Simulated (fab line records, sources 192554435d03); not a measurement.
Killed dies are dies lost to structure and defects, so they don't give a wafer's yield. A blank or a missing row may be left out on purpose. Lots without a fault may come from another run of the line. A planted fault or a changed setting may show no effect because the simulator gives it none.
A struck lot beside a sound one | flow n5_finfet | 37 steps out of a route of 1938
Sound: wafers L189.3, L189.5, L189.6. Struck: wafers L184.1, L184.4, L184.6. The cause comes at the end.
At each step with rows: each side's tool, then ch and its chambers, then its first start. Under that, the readings that differ: sound wafers | struck wafers | difference of the means | sigmas: that difference in standard deviations of wafers without a fault.
alike: readings whose means differ by less than 2 such deviations, and words and numbers that are the same on both sides. not compared: withheld readings, readings that some wafer has no value for, bounds like >300 that may hide the same value, and numbers for which the record gives no deviation and whose values overlap.
The two part at a step that has a row with sigmas, a row that says differs or no value, or rows on one side only. Numbers that don't overlap but have no deviation are shown without sigmas and don't part them. A reading that every wafer of one side lacks parts them only if that side has two wafers or more.

first, 9 steps without rows for these wafers: N5_BEOL_M4_ANNEAL_95 (time 240 s); N5_BEOL_M4_SPUTTER_96 (material Cu, target thk 4.5 nm, time 8.29 s); N5_BEOL_M4_ECD_50 (material Cu, target thk 300 nm); N5_BEOL_M4_ANNEAL_51 (time 90 s); N5_BEOL_M4_CMP_52 (polishes, stops on SiOC, t overpolish 6.8 s, target thk 40 nm); N5_BEOL_M4_PRE_CLEAN_60 (time 15 s); N5_BEOL_M4_CO_CAP_55 (material Co, precursor CCTBA/H2, target thk 2 nm, time 102.1 s); N5_BEOL_M4_PRE_CLEAN_56 (time 15 s); N5_BEOL_M4_DEP_57 (deposits SiCN from 3MS/NH3, target thk 8 nm, time 14 s).
N5_BEOL_M4_RC_MEAS_101:
  sound on prober-02 ch 0, day 14 08:01; struck on prober-02 ch 0, day 12 22:11
  reading        | sound          | struck         | difference | sigmas
  IOFF_N (nA/um) | 0.13 0.32 0.20 | 0.11 0.14 0.11 | -0.10      | -2
  VT_N (mV)      | 252 242 248    | 256 254 256    | +8         | +2
  alike: DIBL_N, DIBL_P, IOFF_P, ION_N, ION_P, SS_N, SS_P, VT_P
then, 24 steps without rows for these wafers: N5_BEOL_M5_ILD_DEP_00 (deposits SiCOH lowk from DEMS/porogen, target thk 140.64 nm, time 25.9 s); N5_BEOL_M5_CURE_79 (cures SiCOH lowk, time 240 s); N5_BEOL_M5_PECVD_70 (deposits SiO2 from TEOS/O2, target thk 16 nm, time 18 s); N5_BEOL_M5_HM_DEP_02 (deposits TiN, target thk 20 nm); N5_BEOL_M5_COAT_59 (time 60 s, resist thk 60 nm); N5_BEOL_M5_COAT_60 (time 60 s, resist thk 12 nm); N5_BEOL_M5_COAT_71 (time 60 s, resist thk 5 nm); N5_BEOL_M5_COAT_05 (resist thk 30 nm); N5_BEOL_M5_EBR_07; N5_BEOL_M5_SOFTBAKE_06 (time 60 s); N5_BEOL_M5_EXPOSE_08 (exposes mask M5, target cd 28 nm); N5_BEOL_M5_PEB_09 (peb time 60 s); N5_BEOL_M5_DEVELOP_10 (develop time 30 s); N5_BEOL_M5_DESCUM_16 (chemistry O2, time 7 s); N5_BEOL_M5_ETCH_72 (etches underlayer in N2/H2, target depth 6.5 nm, time 5.2 s); N5_BEOL_M5_ETCH_61 (etches SiARC in CF4, target depth 15.6 nm, time 26 s); N5_BEOL_M5_ETCH_62 (etches SOC in N2/H2, target depth 75 nm, overetch 15 nm, time 112.5 s); N5_BEOL_M5_STRIP_63 (strips in N2/H2); N5_BEOL_M5_STRIP_73 (strips in N2/H2); N5_BEOL_M5_STRIP_64 (strips in CF4); N5_BEOL_M5_HM_OPEN_17 (chemistry Cl2/BCl3, target TiN, target depth 20 nm, overetch 6 nm); N5_BEOL_M5_STRIP_19 (strips in O2); N5_BEOL_M5_COAT_65 (time 60 s, resist thk 60 nm); N5_BEOL_M5_COAT_66 (time 60 s, resist thk 12 nm).
N5_BEOL_M8_STRIP_36: strips in N2/H2.
  sound on rie_diel-03 ch 1,2,3, day 15 19:20; struck on rie_diel-03 ch 1,2, day 14 17:10
  no value came back on the struck wafers for any of 9 readings (bias_power_w (W), chamber_pressure_mTorr (mTorr) and others); on the sound wafers bias_power_w (W) reads 6.986 6.996 7.016
  reading                                  | sound | struck         | difference | sigmas
  model.SOC_of_BEOL_M8_COAT_63.thk_nm (nm) | 0 0 0 | 54.4 54.2 54.2 | +54.3      |
  not compared: rf_hours_counter_h
N5_BEOL_M8_ETCH_41: etches SiCN in CH3F/O2, target depth 31.9 nm, time 57.8 s.
  sound on rie_diel-03 ch 1,2,3; struck on rie_diel-03 ch 1,2, day 14 17:14
  reading                                  | sound | struck       | difference | sigmas
  model.SOC_of_BEOL_M8_COAT_63.thk_nm (nm) | 0 0 0 | 36.2 35.4 36 | +35.9      |
  alike: CH3F_flow_sccm, drypump_motor_current_A, oes_product_au, rf_vpp_V, showerhead_plenum_p_Torr, throttle_valve_pct
  not compared: rf_hours_counter_h
-- the record jumps here: 3 days lie between the struck wafers' starts before and after (it left off in module BEOL_M8 and takes up again in module PASSIVATION, whose first step shown is number 1936 of the route) --
N5_PASSIVATION_PROBE_49:
  the record has rows for the struck wafers here (prober-02, day 17 13:59) and none for the sound ones

WHERE THEY PART
First at N5_BEOL_M4_RC_MEAS_101; last, within this record, at N5_PASSIVATION_PROBE_49.

WHY: what the simulator had put in
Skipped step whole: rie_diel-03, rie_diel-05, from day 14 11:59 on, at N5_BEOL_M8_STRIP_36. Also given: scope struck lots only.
